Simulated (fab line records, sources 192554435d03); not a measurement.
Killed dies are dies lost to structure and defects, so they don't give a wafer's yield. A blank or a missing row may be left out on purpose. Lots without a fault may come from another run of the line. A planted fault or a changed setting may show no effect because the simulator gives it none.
Which tool did it? | flow n5_finfet | 10 lots, 30 wafers sampled, at 6 steps of a route of 1938

WHAT THE GAUGES READ, wafer by wafer
The record holds no reading of a measuring or inspecting step that can be judged against a usual standard deviation.

WHICH TOOL RAN EACH LOT (tool, then ch and the chambers of the sampled wafers, then the start)
lot  | N5_BEOL_M14_ETCH_38                           | N5_BEOL_M14_DEGAS_41         | N5_BEOL_M14_SPUTTER_43       | N5_BEOL_M14_SPUTTER_44       | N5_BEOL_M14_CMP_49            | N5_PASSIVATION_PROBE_49
L281 | rie_diel-03 ch 0,2,3, day 11 14:01 or earlier | pvd_sputter-02, day 11 14:01 | pvd_sputter-02, day 11 14:06 | pvd_sputter-02, day 11 14:11 | cmp-04 ch 0,2,3, day 11 14:54 | -
L282 | rie_diel-02 ch 0,2,3, day 12 11:28 or earlier | pvd_sputter-03, day 12 11:28 | pvd_sputter-03, day 12 11:32 | pvd_sputter-03, day 12 11:37 | cmp-04 ch 0,2,3, day 12 12:22 | -
L285 | rie_diel-03 ch 1,3, day 12 23:52 or earlier   | pvd_sputter-03, day 12 23:52 | pvd_sputter-03, day 12 23:57 | pvd_sputter-03, day 13 00:02 | cmp-02 ch 0,1,3, day 13 00:43 | -
L288 | rie_diel-02 ch 1,2, day 13 15:02 or earlier   | pvd_sputter-03, day 13 15:02 | pvd_sputter-03, day 13 15:07 | pvd_sputter-03, day 13 15:12 | cmp-01 ch 0,2,3, day 13 15:58 | -
L291 | rie_diel-06 ch 1,2, day 15 01:04 or earlier   | pvd_sputter-02, day 15 01:04 | pvd_sputter-02, day 15 01:09 | pvd_sputter-02, day 15 01:14 | cmp-02 ch 0,2,3, day 15 02:02 | -
L293 | rie_diel-06 ch 1,2, day 15 01:28 or earlier   | pvd_sputter-02, day 15 01:28 | pvd_sputter-02, day 15 01:33 | pvd_sputter-02, day 15 01:38 | cmp-01 ch 0,1,2, day 15 02:21 | -
L294 | rie_diel-03 ch 0,3, day 15 15:30 or earlier   | pvd_sputter-02, day 15 15:30 | pvd_sputter-02, day 15 15:35 | pvd_sputter-02, day 15 15:40 | cmp-02 ch 0,2, day 15 16:48   | prober-01, day 16 13:43
L299 | rie_diel-06 ch 0,1,3, day 16 07:40 or earlier | pvd_sputter-03, day 16 07:40 | pvd_sputter-03, day 16 07:44 | pvd_sputter-03, day 16 07:49 | cmp-04 ch 0,1,2, day 16 08:30 | -
L301 | rie_diel-03 ch 0,3, day 17 03:49 or earlier   | pvd_sputter-03, day 17 03:49 | pvd_sputter-03, day 17 03:54 | pvd_sputter-03, day 17 03:59 | cmp-02 ch 0,1,3, day 17 04:44 | -
L302 | rie_diel-02 ch 0,1,2, day 17 03:49 or earlier | pvd_sputter-01, day 17 03:49 | pvd_sputter-01, day 17 03:54 | pvd_sputter-01, day 17 03:59 | cmp-04 ch 2,3, day 17 04:40   | -
- N5_BEOL_M14_ETCH_38: etches SiCN in CF4/N2, target depth 106.5 nm, time 120.6 s.
- N5_BEOL_M14_DEGAS_41: time 60 s.
- N5_BEOL_M14_SPUTTER_43: material TaN, target thk 15 nm, time 24.19 s.
- N5_BEOL_M14_SPUTTER_44: material Ta, target thk 15 nm, time 24.19 s.
- N5_BEOL_M14_CMP_49: polishes, stops on SiO2, t overpolish 5.2 s, target thk 560 nm.
- N5_PASSIVATION_PROBE_49

WHAT THE TOOLS THEMSELVES READ (means of the sampled wafers that have a number; where no wafer has one, the mark that the record gives instead)
N5_BEOL_M14_ETCH_38. Usual: bias_w 70.01 W, standard deviation 0.21; drypump_motor_current_A 5.7 A, standard deviation 0.33; oes_product_au 0.80 a.u., standard deviation 0.11; rf_vpp_V 382.4 V, standard deviation 2.2; showerhead_plenum_p_Torr 2.21 Torr, standard deviation 0.083; throttle_valve_pct 15.43 %, standard deviation 0.24.
lot  | tool        | bias_w (W) | drypump_motor_current_A (A) | oes_product_au (a.u.) | rf_vpp_V (V) | showerhead_plenum_p_Torr (Torr) | throttle_valve_pct (%) | flag
L281 | rie_diel-03 | 70.05      | 5.9                         | 0.75                  | 382.6        | 2.20                            | 15.44                  |
L282 | rie_diel-02 | 70.04      | 5.5                         | 0.79                  | 380.6        | 2.17                            | 15.52                  |
L285 | rie_diel-03 | 69.84      | 5.5                         | 0.72                  | 383.8        | 2.28                            | 15.50                  |
L288 | rie_diel-02 | 70.05      | 5.6                         | 0.88                  | 382.7        | 2.20                            | 15.29                  |
L291 | rie_diel-06 | 70.08      | 5.7                         | 0.93                  | 382.5        | 2.23                            | 15.36                  |
L293 | rie_diel-06 | 70.20      | 5.7                         | 0.92                  | 382.7        | 2.23                            | 15.34                  |
L294 | rie_diel-03 | 69.89      | 5.7                         | 0.75                  | 381.9        | 2.17                            | 15.55                  |
L299 | rie_diel-06 | 70.18      | 5.5                         | 0.77                  | 382.0        | 2.17                            | 15.48                  |
L301 | rie_diel-03 | 70.12      | 5.7                         | 0.74                  | 380.8        | 2.17                            | 15.58                  |
L302 | rie_diel-02 | 69.97      | 5.6                         | 0.90                  | 381.2        | 2.19                            | 15.19                  |

N5_BEOL_M14_DEGAS_41. Usual: heater_power_w 449 W, standard deviation 56.
lot  | tool           | heater_power_w (W) | flag
L281 | pvd_sputter-02 | 426                |
L282 | pvd_sputter-03 | 418                |
L285 | pvd_sputter-03 | 410                |
L288 | pvd_sputter-03 | 496                |
L291 | pvd_sputter-02 | 460                |
L293 | pvd_sputter-02 | 428                |
L294 | pvd_sputter-02 | 425                |
L299 | pvd_sputter-03 | 439                |
L301 | pvd_sputter-03 | 448                |
L302 | pvd_sputter-01 | 450                |

N5_BEOL_M14_SPUTTER_43. Usual: throttle_valve_pct 30.0 %, standard deviation 0.67.
lot  | tool           | throttle_valve_pct (%) | flag
L281 | pvd_sputter-02 | 30.4                   |
L282 | pvd_sputter-03 | 29.9                   |
L285 | pvd_sputter-03 | 29.7                   |
L288 | pvd_sputter-03 | 29.2                   |
L291 | pvd_sputter-02 | 29.8                   |
L293 | pvd_sputter-02 | 29.9                   |
L294 | pvd_sputter-02 | 30.2                   |
L299 | pvd_sputter-03 | 30.4                   |
L301 | pvd_sputter-03 | 29.2                   |
L302 | pvd_sputter-01 | 30.1                   |

N5_BEOL_M14_SPUTTER_44. Usual: throttle_valve_pct 30.1 %, standard deviation 0.7.
lot  | tool           | throttle_valve_pct (%) | flag
L281 | pvd_sputter-02 | 30.4                   |
L282 | pvd_sputter-03 | 29.7                   |
L285 | pvd_sputter-03 | 29.8                   |
L288 | pvd_sputter-03 | 29.5                   |
L291 | pvd_sputter-02 | 29.8                   |
L293 | pvd_sputter-02 | 30.0                   |
L294 | pvd_sputter-02 | 30.4                   |
L299 | pvd_sputter-03 | 30.3                   |
L301 | pvd_sputter-03 | 29.1                   |
L302 | pvd_sputter-01 | 30.1                   |

N5_BEOL_M14_CMP_49. Usual: barrier_field_endpoint_s 11.3 s, standard deviation 0.31; motor_current_A 7.6 A, standard deviation 0.61.
lot  | tool   | barrier_field_endpoint_s (s) | motor_current_A (A) | flag
L281 | cmp-04 | 11.0                         | 7.2                 |
L282 | cmp-04 | 11.5                         | 7.2                 |
L285 | cmp-02 | 11.8                         | 7.6                 |
L288 | cmp-01 | 11.6                         | 7.6                 |
L291 | cmp-02 | 11.3                         | 7.8                 |
L293 | cmp-01 | 11.6                         | 7.7                 |
L294 | cmp-02 | 12.1                         | 8.0                 |
L299 | cmp-04 | 11.3                         | 7.5                 |
L301 | cmp-02 | 11.3                         | 7.8                 |
L302 | cmp-04 | 11.1                         | 6.8                 |

N5_PASSIVATION_PROBE_49. Usual: defect_limited_yield 91.4 %, standard deviation 1.5; killed_at_M0_to_M3 34, standard deviation 12; killed_at_M4_up 12, standard deviation 4.9; killed_at_contacts 13, standard deviation 7.2; killed_at_front_end 39, standard deviation 12; killed_at_other 3.7, standard deviation 2.9; killed_dies 101, standard deviation 18; killed_open 67, standard deviation 14; killed_short 33, standard deviation 7.2; sort_bin_5_function 5.1 %, standard deviation 0.97; sort_bin_6_memory 3.2 %, standard deviation 0.67; sort_n_pass 1079, standard deviation 17; sort_yield_pct 91.4 %, standard deviation 1.5.
lot  | tool      | defect_limited_yield (%) | killed_at_M0_to_M3 | killed_at_M4_up | killed_at_contacts | killed_at_front_end | killed_at_other | killed_dies | killed_open | killed_short | sort_bin_5_function (%) | sort_bin_6_memory (%) | sort_n_pass | sort_yield_pct (%) | flag
L294 | prober-01 | 91.3                     | 33                 | 13              | 10                 | 43                  | 3.3             | 102         | 63          | 40           | 5.3                     | 3.1                   | 1078        | 91.3               |

THE ANSWER, worked out from the rows above alone
Rule: a lot is off if the mean of its wafers that have a number lies more than 3 standard deviations from the usual mean. A lot without any number at a reading at which 4 lots or more have one is off too. The other lots that the step has rows for count as sound. The gauges are gone through in route order, then the tools' own readings, and for those a lot's mean is taken as printed above. The first step at which some lot is off is used, and at that step the reading that is off furthest; a lot without a number counts as furthest.
No lot is off at any reading shown: from this, nothing can be told.

WHAT THE SIMULATOR HAD PUT IN
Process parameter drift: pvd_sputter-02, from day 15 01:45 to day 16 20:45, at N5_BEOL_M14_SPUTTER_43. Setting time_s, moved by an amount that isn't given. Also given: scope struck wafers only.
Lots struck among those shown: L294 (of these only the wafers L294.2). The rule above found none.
